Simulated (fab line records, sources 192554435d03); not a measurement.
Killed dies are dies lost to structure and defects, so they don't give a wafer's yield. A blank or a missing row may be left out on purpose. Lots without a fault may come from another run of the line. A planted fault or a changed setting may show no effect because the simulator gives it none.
Chamber matching | flow n5_finfet | N5_BEOL_M1_DESCUM_33 on rie_diel-01: 4 sister chambers
The step chemistry O2, time 7 s. 24 wafers are shown with their chamber, then 12 later ones without.

WAFERS WITH THEIR CHAMBER
wafer  | chamber | drypump_motor_current_A (A) | showerhead_plenum_p_Torr (Torr) | throttle_valve_pct (%)
L074.3 | 3       | 6.2                         | 2.06                            | 20.34
L074.4 | 1       | 5.7                         | 2.23                            | 20.43
L074.5 | 0       | 5.6                         | 2.06                            | 20.45
L076.1 | 1       | 5.7                         | 2.23                            | 20.45
L076.2 | 3       | 6.2                         | 2.06                            | 20.33
L076.3 | 0       | 5.6                         | 2.06                            | 20.48
L076.4 | 2       | 5.8                         | 2.08                            | 20.76
L076.5 | 0       | 5.6                         | 2.06                            | 20.46
L076.6 | 1       | 5.7                         | 2.23                            | 20.45
L082.2 | 3       | 6.2                         | 2.06                            | 20.04
L082.3 | 0       | 5.6                         | 2.05                            | 20.46
L082.6 | 2       | 5.8                         | 2.08                            | 20.78
L083.1 | 2       | 5.8                         | 2.08                            | 20.77
L083.2 | 3       | 6.2                         | 2.06                            | 20.05
L083.3 | 1       | 5.7                         | 2.22                            | 20.46
L083.4 | 0       | 5.6                         | 2.05                            | 20.46
L083.5 | 3       | 6.2                         | 2.06                            | 20.05
L083.6 | 0       | 5.6                         | 2.05                            | 20.47
L084.1 | 1       | 5.7                         | 2.22                            | 20.47
L084.3 | 2       | 5.8                         | 2.08                            | 20.78
L084.6 | 3       | 6.2                         | 2.06                            | 20.03
L090.2 | 3       | 6.1                         | 2.06                            | 20.06
L090.3 | 1       | 5.7                         | 2.22                            | 20.48
L090.5 | 2       | 5.8                         | 2.07                            | 20.79

SIGNATURES (means of the wafers above)
reading                  | chamber 0 | chamber 1 | chamber 2 | chamber 3 | scatter within a chamber
drypump_motor_current_A  | 5.600     | 5.700     | 5.800     | 6.186     | 0.0207
showerhead_plenum_p_Torr | 2.0550    | 2.2250    | 2.0780    | 2.0600    | 0.00436
throttle_valve_pct       | 20.4633   | 20.4567   | 20.7760   | 20.1286   | 0.0783
Rule: a wafer's distance from a chamber is the root of the sum, over the readings, of the square of ((its reading less the chamber's mean) divided by the reading's scatter). The wafer belongs to the nearest chamber; if the next one is less than 2 further off, it can't be placed. The scatter: the root of (the sum of the squares of (reading less its chamber's mean) over the shown wafers, divided by (wafers less chambers)).

WAFERS WITHOUT THEIR CHAMBER
wafer  | drypump_motor_current_A (A) | showerhead_plenum_p_Torr (Torr) | throttle_valve_pct (%)
L093.1 | 5.8                         | 2.07                            | 20.80
L093.2 | 6.2                         | 2.05                            | 20.07
L093.3 | 5.7                         | 2.22                            | 20.46
L093.4 | 5.7                         | 2.22                            | 20.48
L093.5 | 5.8                         | 2.07                            | 20.79
L093.6 | 6.2                         | 2.05                            | 20.06
L095.1 | 5.8                         | 2.22                            | 20.50
L095.2 | 6.2                         | 2.05                            | 20.06
L095.3 | 5.8                         | 2.07                            | 20.79
L095.4 | 5.8                         | 2.07                            | 20.81
L095.5 | 6.2                         | 2.05                            | 20.07
L095.6 | 5.7                         | 2.22                            | 20.50

WHICH CHAMBER EACH WENT THROUGH
wafer  | from the rows above | in truth
L093.1 | 2                   | 2
L093.2 | 3                   | 3
L093.3 | 1                   | 1
L093.4 | 1                   | 1
L093.5 | 2                   | 2
L093.6 | 3                   | 3
L095.1 | 1                   | 1
L095.2 | 3                   | 3
L095.3 | 2                   | 2
L095.4 | 2                   | 2
L095.5 | 3                   | 3
L095.6 | 1                   | 1
Placed correctly: 12 of 12. Can't be placed from these rows: 0. Placed wrongly: 0.
